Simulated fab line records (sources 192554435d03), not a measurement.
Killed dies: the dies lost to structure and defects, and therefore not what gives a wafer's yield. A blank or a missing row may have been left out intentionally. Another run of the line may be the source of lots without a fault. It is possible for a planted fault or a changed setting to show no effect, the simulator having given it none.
Matching of chambers | flow n5Finfet | N5_BEOL_M1_CMP_52 on cmp-03: 4 sister chambers
The step polishes, stops on SiOC, t overpolish 6.8 s, target thk 40 nm. 8 wafers are shown with their chamber, then 9 later ones without.

== WAFERS WITH THEIR CHAMBER ==
wafer  | chamber | motorCurrentA (A) | padLifeWafers
L079.4 | 3       | 5.6               | 307
L086.3 | 3       | 5.9               | 614
L086.4 | 2       | 6.6               | 613
L087.1 | 0       | 7.5               | 625
L088.1 | 0       | 7.3               | 714
L088.4 | 1       | 5.7               | 715
L090.1 | 1       | 5.8               | 783
L090.3 | 2       | 6.2               | 780

== WAFERS MISSING THEIR CHAMBER ==
wafer  | motorCurrentA (A) | padLifeWafers
L092.1 | 5.7               | 972
L092.2 | 7.3               | 973
L092.3 | 5.8               | 974
L093.1 | 6.7               | 992
L093.3 | 5.7               | 991
L093.4 | 7.5               | 990
L096.3 | 5.7               | 1110
L094.3 | 5.7               | 1134
L094.4 | 6.4               | 1135

== WHICH CHAMBER EACH WENT THROUGH ==
wafer  | from the rows above     | in truth
L092.1 | 1                       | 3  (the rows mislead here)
L092.2 | 0                       | 0
L092.3 | 1                       | 1
L093.1 | can't be placed: 2 or 0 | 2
L093.3 | 1                       | 1
L093.4 | 0                       | 0
L096.3 | 1                       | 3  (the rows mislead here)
L094.3 | can't be placed: 1 or 2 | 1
L094.4 | can't be placed: 2 or 1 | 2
Placed correctly: 4 of 9. Cannot be placed on the basis of these rows: 3; the candidates contain the true chamber in 3. Number placed wrongly: 2.
How it was worked out, from the rows above alone: a wafer's distance from a chamber is the root of the sum, over the readings, of the square of ((its reading less the chamber's mean) divided by the reading's scatter). If the next closest chamber is less than 2 further off than the closest, the wafer can't be placed; otherwise it belongs to the closest. Each chamber's mean is taken over the wafers shown for it. The scatter: take each reading less its chamber's mean, square it, sum over the shown wafers, divide by the number of wafers less the number of chambers, and take the root.
